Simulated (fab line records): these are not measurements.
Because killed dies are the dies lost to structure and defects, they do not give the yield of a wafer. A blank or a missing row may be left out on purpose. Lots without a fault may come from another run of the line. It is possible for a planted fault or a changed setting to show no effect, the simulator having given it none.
Chamber matching + flow nandHarc + NHARC_A_CONTACT_ETCH_110 on rieDiel-05: 4 sister chambers
The step etches the open film in CF4/O2, target depth 50 nm, overetch 5 nm, time 27.5 s. 16 wafers are shown with their chamber, then 8 later ones without.

WAFERS WITH THEIR CHAMBER
| wafer  | chamber | showerheadPlenumPTorr (Torr) | drypumpMotorCurrentA (A) | oesProductAu (a.u.) |
|--------|---------|------------------------------|--------------------------|---------------------|
| L076.1 | 2       | 1.27                         | 6.7                      | 1.005               |
| L076.2 | 0       | 1.25                         | 5.9                      | 1.015               |
| L076.6 | 2       | 1.27                         | 6.6                      | 1.000               |
| L078.1 | 3       | 1.39                         | 5.6                      | 0.986               |
| L078.3 | 1       | 1.25                         | 5.2                      | 0.999               |
| L078.6 | 2       | 1.27                         | 6.7                      | 1.005               |
| L087.2 | 2       | 1.27                         | 6.7                      | 0.995               |
| L087.3 | 0       | 1.25                         | 5.8                      | 1.001               |
| L087.5 | 3       | 1.38                         | 5.7                      | 0.994               |
| L088.2 | 2       | 1.27                         | 6.6                      | 1.000               |
| L088.3 | 1       | 1.25                         | 5.2                      | 0.999               |
| L088.4 | 0       | 1.24                         | 5.9                      | 1.015               |
| L086.1 | 2       | 1.27                         | 6.7                      | 0.996               |
| L086.3 | 3       | 1.38                         | 5.7                      | 0.978               |
| L086.5 | 2       | 1.26                         | 6.6                      | 1.006               |
| L085.3 | 2       | 1.26                         | 6.6                      | 1.016               |

SIGNATURES, as means of the wafers listed above
| reading               | chamber 0 | chamber 1 | chamber 2 | chamber 3 | scatter within a chamber |
|-----------------------|-----------|-----------|-----------|-----------|--------------------------|
| showerheadPlenumPTorr | 1.2467    | 1.2500    | 1.2675    | 1.3833    | 0.00486                  |
| drypumpMotorCurrentA  | 5.867     | 5.200     | 6.650     | 5.667     | 0.0527                   |
| oesProductAu          | 1.01033   | 0.99900   | 1.00287   | 0.98600   | 0.00693                  |
Rule: for a wafer and a chamber, the distance is found by dividing, reading by reading, the gap between the wafer's reading and the chamber's mean by the reading's scatter, squaring, summing and taking the root. If the next closest chamber is less than 2 further off than the closest, the wafer can't be placed; otherwise it belongs to the closest. The scatter: take each reading less its chamber's mean, square it, sum over the shown wafers, divide by the number of wafers less the number of chambers, and take the root.

WAFERS WITH NO CHAMBER GIVEN
| wafer  | showerheadPlenumPTorr (Torr) | drypumpMotorCurrentA (A) | oesProductAu (a.u.) |
|--------|------------------------------|--------------------------|---------------------|
| L085.4 | 1.38                         | 5.6                      | 0.981               |
| L085.5 | 1.24                         | 5.9                      | 1.004               |
| L092.2 | 1.26                         | 6.7                      | 1.003               |
| L092.3 | 1.24                         | 5.9                      | 1.009               |
| L092.6 | 1.25                         | 5.2                      | 0.992               |
| L093.1 | 1.24                         | 5.8                      | 1.015               |
| L093.3 | 1.38                         | 5.7                      | 0.981               |
| L093.5 | 1.26                         | 6.6                      | 1.000               |

WHICH CHAMBER EACH ONE RAN IN
| wafer  | from the rows above | in truth |
|--------|---------------------|----------|
| L085.4 | 3                   | 3        |
| L085.5 | 0                   | 0        |
| L092.2 | 2                   | 2        |
| L092.3 | 0                   | 0        |
| L092.6 | 1                   | 1        |
| L093.1 | 0                   | 0        |
| L093.3 | 3                   | 3        |
| L093.5 | 2                   | 2        |
Placed correctly: 8 of 8. From these rows, 0 cannot be placed. Wrongly placed: 0.
